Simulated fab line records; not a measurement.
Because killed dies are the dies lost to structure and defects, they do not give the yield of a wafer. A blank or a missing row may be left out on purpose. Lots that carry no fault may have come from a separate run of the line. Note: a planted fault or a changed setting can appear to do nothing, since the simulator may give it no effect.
Matching of chambers ; flow nand_harc ; NHARC_A_WL_FILL_ALD_19 on ald_metal-04 has 4 sister chambers
The step deposits TiN, target thk 2 nm, pulse time 3 s, ald cycles 100. 8 wafers are shown with their chamber, then 8 later ones without.

## WAFERS, EACH WITH ITS CHAMBER
wafer;chamber;heater_power_w (W);precursor_pulse_height_rel
L084.4;2;980;1.020
L086.2;0;999;1.018
L086.4;2;976;1.023
L086.6;3;1061;1.011
L087.2;1;1113;1.005
L087.5;0;979;1.037
L087.6;3;1065;1.013
L090.1;1;1074;0.991

## WAFERS WHOSE CHAMBER IS MISSING
wafer;heater_power_w (W);precursor_pulse_height_rel
L090.2;1059;0.973
L090.3;963;1.012
L094.1;1032;1.025
L094.2;988;0.968
L094.4;1089;0.993
L097.2;943;1.002
L097.4;1009;1.002
L097.6;990;1.006

## CHAMBER TAKEN BY EACH
wafer;from the rows above;in truth
L090.2;can't be placed: 1 or 3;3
L090.3;can't be placed: 2 or 0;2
L094.1;can't be placed: 3 or 0 or 2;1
L094.2;can't be placed: 2 or 0 or 3 or 1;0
L094.4;1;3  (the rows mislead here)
L097.2;can't be placed: 2 or 0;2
L097.4;can't be placed: 2 or 0 or 3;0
L097.6;can't be placed: 2 or 0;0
Placed correctly: 0 of 8. Cannot be placed on the basis of these rows: 7; the candidates contain the true chamber in 6. Number placed wrongly: 1.
How it was worked out, from the rows above alone: a wafer's distance from a chamber is the root of the sum, over the readings, of the square of ((its reading less the chamber's mean) divided by the reading's scatter). The wafer belongs to the nearest chamber; if the next one is less than 2 further off, it can't be placed. A chamber's mean is the mean of its shown wafers. The scatter: take each reading less its chamber's mean, square it, sum over the shown wafers, divide by the number of wafers less the number of chambers, and take the root.
